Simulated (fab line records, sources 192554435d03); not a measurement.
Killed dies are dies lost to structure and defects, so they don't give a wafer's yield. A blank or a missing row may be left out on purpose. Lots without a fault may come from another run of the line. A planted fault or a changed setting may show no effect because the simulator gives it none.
fab line records | flow n5_finfet
record lots=8 wafers=24 last_day=19
route steps=1938 shown BEOL_M5@1191 BEOL_M6@1198 BEOL_M15@1830 PASSIVATION@1936
lots that met no fault: from a run of the same line without faults
start_h: hours from the record's first day to the start of the lot's first wafer shown | wait_h: hours since the lot's step before | " the same as in the row above | L1.1+2: a row that stands for several wafers | - no value, or no start given | * or withheld: withheld | < > ~ a bound
route shown NAME@n: a module of which the file shows steps, and the number in the route of the first | usual: mean/standard deviation of fault-free wafers | same: alike in all rows | chamber/n: place in a boat | sites: the reading at each site | _std_site: their standard deviation | _edge_site: outer sites' mean less inner sites' | radius_mm: how far each site lies from the wafer's centre | mask NAME#n: copy n | behind: the tool/chamber that last shaped the wafer | hold: why the lot was held/for how many hours/how that ended | device: the transistor (n, p or np) that didn't switch | end of line: the same wafers' tests at the end of the route | a step without rows: its recipe alone | killed: dies lost to structure and defects at the first sort, not the wafer's yield | map: a wafer's dies, x killed, . not, _ none there
set.NAME: the setting as run; set.NAME@STEP: as run at that earlier step | model.NAME: the simulator's own value behind a step, which no gauge read
steps of the route over a sample of lots; a table a step, a row a wafer
services: from which hour (start_h, from the record's first day; less than 0 if before it) a tool's chamber was out of use, for how many hours, and why
## steps
# step N5_BEOL_M5_DEP_56
# recipe material=SiCN target_thk_a=80 temp_c=withheld precursor=3MS/NH3 pressure_torr=3 rf_w=202 time_s=14
# usual showerhead_plenum_p_Torr=3.655/0.013 throttle_valve_pct=9.0/0.45
# columns lot.wafer tool chamber start_h wait_h showerhead_plenum_p_Torr throttle_valve_pct
L119.2 pecvd-04 0 201.87 0.0 3.677 8.5
L119.4 " 2 " " 3.656 8.5
L119.5 " 0 " " 3.679 8.8
L121.2 pecvd-03 1 208.78 0.0 3.637 8.5
L121.3 " 2 " " 3.634 8.7
L121.4 " 2 " " 3.651 8.5
L125.3 pecvd-02 2 229.93 0.0 3.662 8.7
L125.4 " 0 " " 3.667 9.4
L125.5 " 1 " " 3.639 8.9
L127.1 pecvd-03 0 236.65 0.0 3.661 9.2
L127.3 " 2 " " 3.637 8.8
L127.6 " 2 " " 3.641 8.4
L130.1 pecvd-04 0 316.87 0.0 3.673 8.6
L130.2 " 1 " " 3.656 10.1
L130.4 " 2 " " 3.650 8.9
L132.2 pecvd-04 0 335.31 0.0 3.665 8.7
L132.4 " 0 " " 3.671 8.7
L132.5 " 2 " " 3.648 8.8
L133.3 pecvd-02 2 335.33 0.0 3.662 9.1
L133.5 " 2 " " 3.668 8.9
L133.6 " 0 " " 3.664 9.5
L137.3 pecvd-02 1 343.25 0.0 3.654 9.0
L137.5 " 0 " " 3.677 9.5
L137.6 " 2 " " 3.657 8.9
# step N5_BEOL_M5_RS_MEAS_57
# recipe thk_meas_gauge=four-point-probe reads=Co_of_BEOL_M5_CO_CAP_78+Cu_of_BEOL_M5_ECD_50+Co_of_BEOL_M5_CVD_47+TaN_of_BEOL_M5_ALD_86
# usual M5_RS=0.387/0.011
# columns lot.wafer tool chamber start_h wait_h M5_RS[ohm/sq]
L119.2 film_metro-01 - 201.93 0.1 0.398
L119.4 " - " " 0.389
L119.5 " - " " 0.396
L121.2 film_metro-01 - 208.85 0.1 0.399
L121.3 " - " " 0.419
L121.4 " - " " 0.384
L125.3 film_metro-01 - 230.00 0.1 0.375
L125.4 " - " " 0.393
L125.5 " - " " 0.374
L127.1 film_metro-02 - 236.72 0.0 0.370
L127.3 " - " " 0.385
L127.6 " - " " 0.381
L130.1 film_metro-01 - 316.93 0.0 0.405
L130.2 " - " " 0.380
L130.4 " - " " 0.375
L132.2 film_metro-01 - 335.38 0.1 0.380
L132.4 " - " " 0.381
L132.5 " - " " 0.379
L133.3 film_metro-02 - 335.40 0.1 0.382
L133.5 " - " " 0.390
L133.6 " - " " 0.375
L137.3 film_metro-02 - 343.32 0.1 0.383
L137.5 " - " " 0.361
L137.6 " - " " 0.391
# step N5_BEOL_M6_HM_DEP_02
# recipe material=TiN target_thk_a=200 temp_c=25 chamber_pressure_pa=0.49996
# usual throttle_valve_pct=30.0/1.1
# columns lot.wafer tool chamber start_h wait_h throttle_valve_pct
L119.2 pvd_sputter-02 - 203.77 1.0 31.2
L119.4 " - " " 28.1
L119.5 " - " " 28.1
L121.2 pvd_sputter-01 - 209.75 0.2 28.4
L121.3 " - " " 30.5
L121.4 " - " " 30.8
L125.3 pvd_sputter-02 - 231.21 0.0 28.4
L125.4 " - " " 31.4
L125.5 " - " " 28.1
L127.1 pvd_sputter-03 - 237.47 0.0 29.6
L127.3 " - " " 29.2
L127.6 " - " " 29.7
L130.1 pvd_sputter-03 - 320.86 2.7 30.4
L130.2 " - " " 30.9
L130.4 " - " " 29.8
L132.2 pvd_sputter-02 - 338.06 2.0 29.9
L132.4 " - " " 30.7
L132.5 " - " " 29.9
L133.3 pvd_sputter-02 - 338.16 2.1 30.7
L133.5 " - " " 31.4
L133.6 " - " " 28.0
L137.3 pvd_sputter-02 - 345.14 1.1 30.0
L137.5 " - " " 28.2
L137.6 " - " " 31.7
# step N5_BEOL_M6_EXPOSE_08
# recipe mask_id=M6 na=1.35 source_shape=dipole sigma_inner=0.817 sigma_outer=0.97 polarization=te dose_mj=68.25
# usual exposure_dose_mJ_cm2=68.21/0.073
# columns lot.wafer tool chamber start_h wait_h mask exposure_dose_mJ_cm2
L119.2 arfi_scanner-03 0 204.02 - M6#0 68.18
L119.4 " 0 " " M6#0 68.31
L119.5 " 0 " " M6#0 68.31
L121.2 arfi_scanner-01 0 210.13 - M6#0 68.23
L121.3 " 0 " " M6#0 68.33
L121.4 " 0 " " M6#0 68.13
L125.3 arfi_scanner-01 0 231.60 - M6#0 68.29
L125.4 " 0 " " M6#0 68.20
L125.5 " 0 " " M6#0 68.19
L127.1 arfi_scanner-03 0 237.72 - M6#0 68.18
L127.3 " 0 " " M6#0 68.13
L127.6 " 0 " " M6#0 68.19
L130.1 arfi_scanner-01 0 321.10 - M6#0 68.20
L130.2 " 0 " " M6#0 68.25
L130.4 " 0 " " M6#0 68.31
L132.2 arfi_scanner-02 0 338.44 - M6#0 68.22
L132.4 " 0 " " M6#0 68.22
L132.5 " 0 " " M6#0 68.20
L133.3 arfi_scanner-01 0 338.61 - M6#0 60.71
L133.5 " 0 " " M6#0 60.69
L133.6 " 0 " " M6#0 60.66
L137.3 arfi_scanner-01 0 345.40 - M6#0 62.22
L137.5 " 0 " " M6#0 62.28
L137.6 " 0 " " M6#0 62.23
# step N5_BEOL_M6_CD_MEAS_11
# recipe target_cd_nm=38.5 landing_energy_ev=500 detector=se_inlens polarity=opening
# usual cd_nm=38.6/0.53
# columns lot.wafer tool chamber start_h wait_h cd_nm
L119.2 cd_sem-01 0 204.14 - 39.1
L119.4 " 0 " " 38.7
L119.5 " 0 " " 39.3
L121.2 cd_sem-02 0 210.25 - 38.5
L121.3 " 0 " " 38.7
L121.4 " 0 " " 38.1
L125.3 cd_sem-01 0 231.72 - 38.7
L125.4 " 0 " " 38.4
L125.5 " 0 " " 38.3
L127.1 cd_sem-01 0 237.85 - 38.6
L127.3 " 0 " " 38.5
L127.6 " 0 " " 39.4
L130.1 cd_sem-01 0 321.23 - 39.0
L130.2 " 0 " " 38.3
L130.4 " 0 " " 38.7
L132.2 cd_sem-01 0 338.56 - 39.0
L132.4 " 0 " " 39.4
L132.5 " 0 " " 39.0
L133.3 cd_sem-02 0 338.73 - 33.8
L133.5 " 0 " " 33.2
L133.6 " 0 " " 34.0
L137.3 cd_sem-02 0 345.52 - 33.9
L137.5 " 0 " " 34.2
L137.6 " 0 " " 34.2
# step N5_BEOL_M6_CD_MEAS_18
# recipe pitch_nm=80 target_cd_nm=40
# usual cd_nm=40.2/0.56
# columns lot.wafer tool chamber start_h wait_h cd_nm
L119.2 cd_sem-02 - 204.69 0.1 40.3
L119.4 " - " " 40.6
L119.5 " - " " 40.7
L121.2 cd_sem-01 - 210.80 0.1 39.8
L121.3 " - " " 40.7
L121.4 " - " " 40.4
L125.3 cd_sem-02 - 232.78 0.1 40.7
L125.4 " - " " 40.1
L125.5 " - " " 39.2
L127.1 cd_sem-01 - 238.54 0.0 40.0
L127.3 " - " " 40.3
L127.6 " - " " 41.1
L130.1 cd_sem-02 - 321.78 0.0 40.7
L130.2 " - " " 40.4
L130.4 " - " " 40.1
L132.2 cd_sem-03 - 339.11 0.1 40.5
L132.4 " - " " 40.5
L132.5 " - " " 40.6
L133.3 cd_sem-03 - 339.28 0.1 35.5
L133.5 " - " " 35.9
L133.6 " - " " 35.2
L137.3 cd_sem-03 - 346.06 0.1 35.9
L137.5 " - " " 36.4
L137.6 " - " " 36.0
# step N5_BEOL_M15_RC_MEAS_101
# usual COMB_M10=1.4e-11/3.2e-12 COMB_M11=1.4e-11/3.2e-12 COMB_M12=5.6e-12/1.4e-12 COMB_M13=3.9e-12/1.3e-12 COMB_M14=2.8e-12/1.1e-12 COMB_M15=1.7e-12/1e-12 COMB_M5=3.7e-11/7.5e-12 COMB_M6=2.5e-11/5.2e-12 COMB_M7=2.5e-11/5.5e-12 COMB_M8=2.6e-11/5.3e-12 COMB_M9=1.3e-11/3.2e-12 SERP_M10=3.04/0.087 SERP_M11=3.05/0.073 SERP_M12=0.619/0.016 SERP_M13=0.306/0.0062 SERP_M14=0.160/0.0053 SERP_M5=39.0/1.6 SERP_M6=13.7/0.56 SERP_M6_max_site=14.3/0.63 SERP_M7=13.6/0.52 SERP_M8=13.5/0.51 SERP_M9=3.04/0.066
# columns lot.wafer tool chamber start_h wait_h COMB_M10[S/m] COMB_M11[S/m] COMB_M12[S/m] COMB_M13[S/m] COMB_M14[S/m] COMB_M15[S/m] COMB_M5[S/m] COMB_M6[S/m] COMB_M7[S/m] COMB_M8[S/m] COMB_M9[S/m] SERP_M10[ohm/um] SERP_M11[ohm/um] SERP_M12[ohm/um] SERP_M13[ohm/um] SERP_M14[ohm/um] SERP_M5[ohm/um] SERP_M6[ohm/um] SERP_M6_max_site[ohm/um] SERP_M7[ohm/um] SERP_M8[ohm/um] SERP_M9[ohm/um]
L119.2 prober-01 0 263.96 0.2 1e-11 1.1e-11 4e-12 2.6e-12 8e-13 1.2e-12 3.2e-11 3.6e-11 2.8e-11 1.9e-11 1.3e-11 3.00 3.00 0.651 0.302 0.160 42.9 12.9 13.2 14.3 14.1 2.99
L119.4 " 0 " " 1.5e-11 1e-11 6.9e-12 3.4e-12 2.1e-12 2.4e-12 3.5e-11 2.5e-11 3.1e-11 2.1e-11 1.2e-11 3.16 3.01 0.624 0.303 0.161 39.9 13.3 13.9 13.9 12.9 2.94
L119.5 " 0 " " 1.2e-11 1.2e-11 4.5e-12 3.8e-12 2.6e-12 1.1e-12 4.2e-11 2.9e-11 1.7e-11 3.2e-11 1e-11 3.08 2.96 0.642 0.300 0.168 43.1 13.5 14.5 13.9 13.5 3.07
L121.2 prober-02 0 268.04 0.2 1.6e-11 1.7e-11 5.1e-12 4.5e-12 3.7e-12 3e-12 3.4e-11 2.1e-11 3.2e-11 3e-11 1.1e-11 3.02 3.05 0.602 0.308 0.162 40.1 13.2 13.9 12.8 13.3 3.06
L121.3 " 0 " " 1.2e-11 1.7e-11 6.2e-12 7.4e-12 3.1e-12 2.5e-12 3.3e-11 2.7e-11 2.2e-11 2.9e-11 1.3e-11 3.09 2.98 0.633 0.300 0.159 41.2 13.3 14.0 12.8 13.5 3.04
L121.4 " 0 " " 1.9e-11 1.6e-11 7.2e-12 7.5e-12 5.5e-12 3e-12 4.6e-11 2.4e-11 2.2e-11 2.5e-11 1.1e-11 2.90 3.21 0.614 0.302 0.152 39.1 12.8 14.1 13.2 13.5 3.04
L125.3 prober-01 0 292.82 0.3 1.4e-11 1e-11 6e-12 2.5e-12 4.4e-12 6e-13 3.6e-11 2.9e-11 2.2e-11 2.9e-11 1.5e-11 3.23 3.01 0.636 0.309 0.153 37.9 14.2 15.1 12.8 13.7 2.95
L125.4 " 0 " " 1.1e-11 1.4e-11 4.1e-12 2.3e-12 2.6e-12 1.7e-12 3.4e-11 2.8e-11 2.7e-11 2.1e-11 2.2e-11 3.03 3.00 0.614 0.316 0.160 39.9 13.7 14.0 13.6 13.8 2.94
L125.5 " 0 " " 1.6e-11 1.1e-11 6.3e-12 4.1e-12 3.5e-12 9e-13 3.5e-11 2.7e-11 3.2e-11 2.7e-11 1.5e-11 3.06 3.04 0.607 0.301 0.169 38.9 14.4 15.5 13.8 13.9 2.96
L127.1 prober-02 0 298.84 0.0 1.5e-11 1.5e-11 6.3e-12 5.9e-12 3.8e-12 2.3e-12 3.1e-11 2.5e-11 2.5e-11 2.6e-11 1.2e-11 2.91 3.03 0.643 0.305 0.164 37.0 13.3 13.5 13.8 13.3 3.08
L127.3 " 0 " " 9e-12 1.3e-11 6.7e-12 4.2e-12 3.7e-12 1.9e-12 3.9e-11 2.3e-11 1.9e-11 2.7e-11 1.3e-11 3.03 3.12 0.622 0.305 0.165 36.7 13.7 14.1 13.0 14.4 3.14
L127.6 " 0 " " 1.6e-11 1.1e-11 6.6e-12 4.7e-12 4.9e-12 2.5e-12 2.6e-11 2.8e-11 3.3e-11 1.9e-11 1.4e-11 2.82 3.13 0.633 0.309 0.157 36.4 13.1 13.6 13.8 13.8 3.15
L130.1 prober-01 0 407.69 0.0 1.1e-11 1.8e-11 6.6e-12 3.3e-12 3.7e-12 1e-12 3.6e-11 1.8e-11 2.3e-11 2.6e-11 1.6e-11 3.08 3.00 0.605 0.310 0.152 40.6 12.9 13.8 14.0 13.7 3.05
L130.2 " 0 " " 1.7e-11 2.2e-11 4.3e-12 4.3e-12 2.5e-12 1.3e-12 4.1e-11 2e-11 1.6e-11 2.6e-11 1.1e-11 3.03 3.07 0.616 0.308 0.165 39.9 13.8 14.5 14.0 13.1 3.04
L130.4 " 0 " " 1.2e-11 1e-11 4.8e-12 3.3e-12 1.2e-12 7e-13 2.6e-11 1.7e-11 2.6e-11 2.9e-11 1.6e-11 2.99 2.93 0.629 0.305 0.166 38.5 14.3 14.6 13.3 13.7 3.10
L133.3 prober-01 0 430.50 0.3 2.2e-11 1.3e-11 5.5e-12 2.5e-12 1.7e-12 1.2e-12 3.3e-11 1.9e-11 2.5e-11 1.8e-11 1.1e-11 3.00 3.06 0.609 0.304 0.153 40.4 17.2 17.6 13.8 14.1 3.00
L133.5 " 0 " " 1.8e-11 1.3e-11 5.9e-12 3.1e-12 2.8e-12 1.1e-12 3.7e-11 2.6e-11 2e-11 2.2e-11 1.4e-11 3.13 3.09 0.611 0.315 0.156 40.3 16.6 17.0 14.1 13.5 3.08
L133.6 " 0 " " 1.6e-11 1.3e-11 4e-12 2.2e-12 2.6e-12 5e-13 5.2e-11 2.6e-11 1.7e-11 2.7e-11 1e-11 3.01 2.96 0.614 0.298 0.154 40.4 17.6 18.4 13.9 13.7 3.12
L137.3 prober-02 0 435.92 0.3 1.1e-11 1.5e-11 5.1e-12 7.6e-12 4.2e-12 2.8e-12 3.2e-11 3.2e-11 2.4e-11 1.6e-11 1.6e-11 3.01 2.97 0.621 0.307 0.159 38.7 15.8 17.2 13.4 12.5 3.07
L137.5 " 0 " " 1.6e-11 1.1e-11 5.9e-12 6.5e-12 3.9e-12 2.9e-12 4.9e-11 2.1e-11 2.1e-11 2e-11 1.4e-11 3.10 3.01 0.626 0.303 0.161 35.9 16.4 18.2 13.7 13.5 3.01
L137.6 " 0 " " 1.3e-11 1.4e-11 6e-12 5e-12 3e-12 3.2e-12 3.8e-11 2.5e-11 3e-11 2.4e-11 1.1e-11 3.04 3.05 0.622 0.306 0.157 40.1 16.4 17.6 13.8 14.2 3.04
L132.2 prober-01 0 443.63 0.2 1.2e-11 1.7e-11 4.1e-12 4.1e-12 1.4e-12 9e-13 2.6e-11 2.2e-11 2.1e-11 2.4e-11 1.2e-11 2.98 3.04 0.627 0.307 0.161 38.6 13.3 14.0 13.6 14.0 3.07
L132.4 " 0 " " 1.3e-11 1.1e-11 4.9e-12 4.1e-12 2e-12 6e-13 2.6e-11 2.8e-11 2.6e-11 2.2e-11 1.5e-11 3.03 3.04 0.618 0.304 0.164 38.3 13.3 13.9 14.2 13.5 3.08
L132.5 " 0 " " 1.1e-11 1.5e-11 3.5e-12 5.3e-12 2.3e-12 7e-13 2.3e-11 2.3e-11 2.9e-11 2.4e-11 1.5e-11 3.00 3.13 0.601 0.300 0.155 37.6 12.8 13.1 13.2 14.2 3.03
# sites SERP_M6 radius_mm=0,75,75,75,75,140,140,140,140
L119.2 12.5 12.4 13.1 12.9 12.9 13.1 13.2 12.9 13.1
L121.2 13.2 13.7 13.2 13.2 13.9 13.5 13.1 13.2 13.5
L125.3 14.7 14.2 15.1 14.4 14.8 13.1 13.8 13.3 13.7
L127.1 13.0 13.0 13.3 13.5 13.3 13.4 13.5 13.4 13.1
L130.1 12.5 13.3 12.8 13.6 12.7 12.7 13.7 13.8 12.9
L133.3 17.4 17.6 17.1 17.5 17.2 16.3 17.2 17.1 16.6
L137.3 14.5 15.8 15.4 15.5 14.9 16.7 16.6 17.2 16.4
L132.2 13.1 13.3 13.0 12.9 13.1 14.0 13.8 14.0 13.9
# step N5_PASSIVATION_PROBE_49
# usual defect_limited_yield=91.2/1.4 killed_at_M0_to_M3=36/10 killed_at_M4_up=13/5.1 killed_at_contacts=12/5.4 killed_at_front_end=39/11 killed_at_other=3.5/2.4 killed_dies=104/17 killed_open=67/13 killed_short=36/8.3 sort_bin_5_function=5.2/0.98 sort_bin_6_memory=3.3/0.68 sort_n_pass=1076/17 sort_yield_pct=91.2/1.4
# same gross_dies=1180 killed_at_back_side=0 sort_bin_4_leakage[%]=0 sort_bin_8_speed[%]=0
# columns lot.wafer tool chamber start_h wait_h defect_limited_yield[%] killed_at_M0_to_M3 killed_at_M4_up killed_at_contacts killed_at_front_end killed_at_other killed_dies killed_open killed_short sort_bin_5_function[%] sort_bin_6_memory[%] sort_n_pass sort_yield_pct[%]
L130.1 prober-01 - 422.01 0.0 90.8 38 13 10 40 8 109 78 30 5.2 3.7 1071 90.8
L130.2 prober-01 - 422.06 0.1 90.8 39 19 8 39 3 108 63 43 5.1 3.8 1072 90.8
L130.4 prober-01 - 422.16 0.2 90.0 37 6 14 57 4 118 87 28 6.1 3.6 1062 90.0
L137.5 prober-01 - 451.00 0.2 90.6 50 7 7 45 2 111 64 36 5.1 3.3 1069 90.6
L132.2 prober-01 - 459.61 0.1 90.3 58 11 5 37 4 115 74 41 6.3 3.1 1065 90.3
L132.4 prober-01 - 459.71 0.2 93.1 37 10 9 21 4 81 48 31 3.9 2.3 1099 93.1
L132.5 prober-01 - 459.76 0.2 90.9 45 18 9 35 0 107 75 32 5.3 3.6 1073 90.9
# killed by level:class
L130.1 STI_FIN_REVEAL:geometric_particle:open=14 BEOL_M0_SAQP:geometric_particle:open=11 MOL_CONTACT_COAG:geometric_particle:open=8 BEOL_M2:geometric_particle:open=8 BEOL_M3:geometric_particle:open=8 BEOL_M0_SAQP:geometric_particle:short=7 BEOL_M4:geometric_particle:open=6 GATE_CUT:geometric_particle:short=5
L130.2 BEOL_M0_SAQP:geometric_particle:short=16 STI_FIN_REVEAL:geometric_particle:open=12 BEOL_M0_SAQP:geometric_particle:open=10 FIN_SAQP:geometric_particle:open=8 BEOL_M4:geometric_particle:short=7 MOL_CONTACT_COAG:geometric_particle:open=6 BEOL_M4:geometric_particle:open=5 DUMMY_GATE:geometric_particle:open=4
L130.4 FIN_SAQP:geometric_particle:open=23 STI_FIN_REVEAL:geometric_particle:open=13 MOL_CONTACT_COAG:geometric_particle:open=11 BEOL_M0_SAQP:geometric_particle:open=9 BEOL_M3:geometric_particle:open=7 BEOL_M1:geometric_particle:open=6 BEOL_M0_SAQP:geometric_particle:short=6 FIN_SAQP:geometric_particle:short=4
L137.5 BEOL_M1:geometric_particle:open=12 FIN_SAQP:geometric_particle:open=10 HKMG_FIN:area_etch=10 BEOL_M0:geometric_particle:open=9 BEOL_M2:geometric_particle:open=8 FIN_SAQP:geometric_particle:short=6 MOL_CONTACT_COAG:geometric_particle:open=6 DUMMY_GATE:geometric_particle:open=4
L132.2 BEOL_M0_SAQP:geometric_particle:short=15 BEOL_M3:geometric_particle:open=12 BEOL_M1:geometric_particle:open=10 FIN_SAQP:geometric_particle:open=8 BEOL_M0_SAQP:geometric_particle:open=8 FIN_SAQP:geometric_particle:short=7 STI_FIN_REVEAL:geometric_particle:open=6 DUMMY_GATE:geometric_particle:open=5
L132.4 BEOL_M3:geometric_particle:open=10 BEOL_M0_SAQP:geometric_particle:short=9 BEOL_M0_SAQP:geometric_particle:open=9 FIN_SAQP:geometric_particle:short=8 MOL_CONTACT_COAG:geometric_particle:open=8 BEOL_M4:geometric_particle:open=5 FIN_SAQP:geometric_particle:open=4 BEOL_M1:geometric_particle:open=3
L132.5 BEOL_M0_SAQP:geometric_particle:open=16 FIN_SAQP:geometric_particle:short=10 BEOL_M0_SAQP:geometric_particle:short=10 MOL_CONTACT_COAG:geometric_particle:open=9 BEOL_M3:geometric_particle:open=8 BEOL_M4:geometric_particle:open=7 STI_FIN_REVEAL:geometric_particle:open=6 FIN_SAQP:geometric_particle:open=5
## services
# columns tool chamber start_h hours kind
arfi_scanner-01 - 181.14 0.8 pm
arfi_scanner-03 - 184.38 9.0 repair
arfi_scanner-01 - 187.00 1.0 pm
arfi_scanner-02 - 196.84 1.3 pm
arfi_scanner-03 - 197.11 1.0 pm
arfi_scanner-02 - 207.50 14.0 repair
arfi_scanner-02 - 226.04 0.3 repair
arfi_scanner-03 - 228.59 1.3 pm
arfi_scanner-01 - 228.79 2.0 repair
arfi_scanner-03 - 232.17 1.0 pm
pecvd-02 1 244.20 30.8 repair
arfi_scanner-01 - 249.40 1.3 pm
arfi_scanner-02 - 253.36 1.0 pm
arfi_scanner-01 - 269.69 4.9 pm
arfi_scanner-02 - 271.45 3.1 pm
arfi_scanner-03 - 274.58 0.8 pm
pecvd-03 2 275.27 8.4 repair
pecvd-04 - 289.65 1.4 repair
arfi_scanner-03 - 295.36 3.0 pm
arfi_scanner-03 - 298.50 0.7 repair
arfi_scanner-01 - 302.06 1.0 pm
arfi_scanner-03 - 309.88 0.4 repair
pecvd-03 0 315.61 23.5 repair
arfi_scanner-01 - 333.79 0.8 pm
## key
first_sign step=N5_BEOL_M6_EXPOSE_08 reading=exposure_dose_mJ_cm2 direction=down sigmas=92 usual=68.21 struck=61.47
effect step=N5_BEOL_M6_CD_MEAS_11 reading=cd_nm direction=down sigmas=8.8 usual=38.6 struck=33.9 through=control_loop
effect step=N5_BEOL_M6_CD_MEAS_18 reading=cd_nm direction=down sigmas=7.8 usual=40.2 struck=35.8 through=control_loop
effect step=N5_BEOL_M15_RC_MEAS_101 reading=SERP_M6 direction=up sigmas=5.4 usual=13.7 struck=16.7
met_at N5_BEOL_M6_EXPOSE_08
struck_lots L133,L137
loop_trim step=N5_BEOL_M6_EXPOSE_08 setting=dose lots=L137
baseline_loss step=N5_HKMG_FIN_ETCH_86 wafers=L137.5
not_acting_at N5_BEOL_M5_DEP_56,N5_BEOL_M5_RS_MEAS_57,N5_BEOL_M6_HM_DEP_02
onset_between 321.10 338.61
fault kind=process_parameter_drift tool=arfi_scanner-01 chamber=- onset_h=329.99 steps=N5_BEOL_M6_EXPOSE_08 channel=dose_mj offset=-7.5366 shape=step acts_in=these_recipes_only stated=68.25
# loop_trim: a control loop set the setting to another value than it would have without faults
# baseline_loss: these wafers lose ten dies or more at that step, a loss of the line's own and not of a fault; the sort's usual values leave them out
